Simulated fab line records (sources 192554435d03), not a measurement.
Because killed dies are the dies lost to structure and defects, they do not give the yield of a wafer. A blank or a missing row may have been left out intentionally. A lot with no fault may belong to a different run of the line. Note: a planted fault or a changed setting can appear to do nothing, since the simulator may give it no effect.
Split-lot study + flow n5_finfet + 21 wafers read from 7 lots, route of 1938 steps

== THE SPLIT ITSELF ==
At N5_BEOL_M4_COAT_05 (resist thk 30 nm), the setting spin_rpm was moved away from the recipe's 1500 rpm on 10 of the 21 wafers read, by -9.5% to +8.0%. This setting was run at the recipe's value on the other wafers.

The reading is taken at the split's own step.

== THE READING ==
CAR-EUV_of_BEOL_M4_COAT_05.thk_nm (the simulator's own value, which no gauge read), in nm, at N5_BEOL_M4_COAT_05 (resist thk 30 nm). The file does not state a usual value for it. Average 30.0 nm, standard deviation 0.085 nm, over the 11 wafers here run with the recipe.

| wafer  | tool, chamber at the split | spin_rpm as run, rpm | against the recipe | CAR-EUV_of_BEOL_M4_COAT_05.thk_nm, nm | against lot-mates on the recipe |
|--------|----------------------------|----------------------|--------------------|---------------------------------------|---------------------------------|
| L075.4 | litho_track-02, 0          | 1371                 | -8.6%              | 31.4                                  | +1.5                            |
| L075.5 | litho_track-02, 0          | 1500                 | recipe             | 29.8                                  | -                               |
| L075.6 | litho_track-02, 0          | 1500                 | recipe             | 30                                    | -                               |
| L079.2 | litho_track-01, 0          | 1500                 | recipe             | 30                                    | -                               |
| L079.3 | litho_track-01, 0          | 1500                 | recipe             | 30                                    | -                               |
| L079.4 | litho_track-01, 0          | 1500                 | recipe             | 30                                    | -                               |
| L083.3 | litho_track-04, 0          | 1571                 | +4.7%              | 29.4                                  | no lot-mate on the recipe       |
| L083.5 | litho_track-04, 0          | 1571                 | +4.7%              | 29.2                                  | no lot-mate on the recipe       |
| L083.6 | litho_track-04, 0          | 1571                 | +4.7%              | 29.2                                  | no lot-mate on the recipe       |
| L082.1 | litho_track-02, 0          | 1620                 | +8.0%              | 28.8                                  | -1.2                            |
| L082.3 | litho_track-02, 0          | 1620                 | +8.0%              | 28.8                                  | -1.2                            |
| L082.4 | litho_track-02, 0          | 1500                 | recipe             | 30                                    | -                               |
| L086.1 | litho_track-01, 0          | 1500                 | recipe             | 30.2                                  | -                               |
| L086.3 | litho_track-01, 0          | 1500                 | recipe             | 30                                    | -                               |
| L086.5 | litho_track-01, 0          | 1500                 | recipe             | 30                                    | -                               |
| L092.1 | litho_track-04, 0          | 1357                 | -9.5%              | 31.6                                  | no lot-mate on the recipe       |
| L092.3 | litho_track-04, 0          | 1357                 | -9.5%              | 31.6                                  | no lot-mate on the recipe       |
| L092.4 | litho_track-04, 0          | 1357                 | -9.5%              | 31.8                                  | no lot-mate on the recipe       |
| L094.1 | litho_track-02, 0          | 1500                 | recipe             | 30                                    | -                               |
| L094.6 | litho_track-02, 0          | 1500                 | recipe             | 30                                    | -                               |
| L094.4 | litho_track-02, 0          | 1600                 | +6.7%              | 29.2                                  | -0.8                            |

FIT RESULTS
A straight line over all 21 wafers: CAR-EUV_of_BEOL_M4_COAT_05.thk_nm changes by -0.161 nm for each +1% of spin_rpm; r = -0.99; the points scatter about the line by 0.11 nm.
The same after taking each lot's own level away (the mean of its wafers on the recipe; 15 wafers): -0.154 nm for each +1%; r = -0.99; scatter 0.095 nm.
On that fit, the largest move of spin_rpm shifts the reading by 1.5 nm.
Across the lots, their own levels run from 29.90 to 30.07 nm, a range of 2.0 times the standard deviation given above.
So the lot-to-lot level changes the slope little: the two slopes agree.
Check: with one of the wafers moved furthest among these (-8.6%) left out of the fit, the line predicts +1.23 nm for it against its lot-mates. Against them it came out at +1.5 nm.

== THESE WAFERS: OTHER SPLITS ==
Before the reading, these wafers also passed through other splits. Each is held against what the fit with the lots' levels taken away leaves over:
| other split on the same wafers    | wafers away from the commonest value | r with CAR-EUV_of_BEOL_M4_COAT_05.thk_nm (lot level and that fit taken away) |
|-----------------------------------|--------------------------------------|------------------------------------------------------------------------------|
| N5_BEOL_M2_COAT_62 spin_rpm       | 8                                    | -0.01                                                                        |
| N5_BEOL_M2_ALD_98 ald_cycles      | 6                                    | -0.05                                                                        |
| N5_BEOL_M2_VIA_ETCH_34 time_s     | 5                                    | -0.10                                                                        |
| N5_BEOL_M3_ILD_DEP_00 time_s      | 9                                    | +0.32                                                                        |
| N5_BEOL_M3_HM_DEP_02 target_thk_a | 10                                   | -0.16                                                                        |

== THE FILE'S OWN FIT ==
CAR-EUV_of_BEOL_M4_COAT_05.thk_nm changes by -0.153 nm for each +1% of spin_rpm, r = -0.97.
